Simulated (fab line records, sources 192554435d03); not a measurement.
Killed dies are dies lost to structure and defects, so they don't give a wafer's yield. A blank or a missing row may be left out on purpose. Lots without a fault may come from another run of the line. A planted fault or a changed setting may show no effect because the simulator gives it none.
Chamber matching | flow n5_finfet | N5_BEOL_M0_SAQP_ALD_48 on ald_sin-03: 4 sister chambers
The step deposits SiO2, target thk 20 nm, pulse time 1 s, co reactant pulse time 1 s. 8 wafers are shown with their chamber, then 7 later ones without.

WAFERS WITH THEIR CHAMBER
wafer  | chamber | heater_power_w (W) | precursor_pulse_height_rel
L075.4 | 3       | 78                 | 1.021
L077.6 | 3       | 81                 | 0.997
L078.6 | 2       | 70                 | 1.002
L079.1 | 0       | 71                 | 0.954
L079.2 | 2       | 71                 | 0.989
L079.3 | 1       | 62                 | 1.007
L089.1 | 0       | 74                 | 1.011
L089.2 | 1       | 63                 | 1.011

WAFERS WITHOUT THEIR CHAMBER
wafer  | heater_power_w (W) | precursor_pulse_height_rel
L089.5 | 81                 | 1.001
L093.1 | 62                 | 1.005
L093.2 | 79                 | 1.043
L093.3 | 75                 | 1.015
L096.2 | 71                 | 0.989
L096.3 | 62                 | 1.003
L096.6 | 81                 | 0.977

WHICH CHAMBER EACH WENT THROUGH
wafer  | from the rows above          | in truth
L089.5 | 3                            | 3
L093.1 | 1                            | 1
L093.2 | 3                            | 3
L093.3 | can't be placed: 0 or 3 or 2 | 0
L096.2 | can't be placed: 2 or 0      | 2
L096.3 | 1                            | 1
L096.6 | 3                            | 3
Placed correctly: 5 of 7. Can't be placed from these rows: 2 (the true chamber is among the candidates in 2). Placed wrongly: 0.
How it was worked out, from the rows above alone: a wafer's distance from a chamber is the root of the sum, over the readings, of the square of ((its reading less the chamber's mean) divided by the reading's scatter). The wafer belongs to the nearest chamber; if the next one is less than 2 further off, it can't be placed. A chamber's mean is the mean of its shown wafers. The scatter: the root of (the sum of the squares of (reading less its chamber's mean) over the shown wafers, divided by (wafers less chambers)).
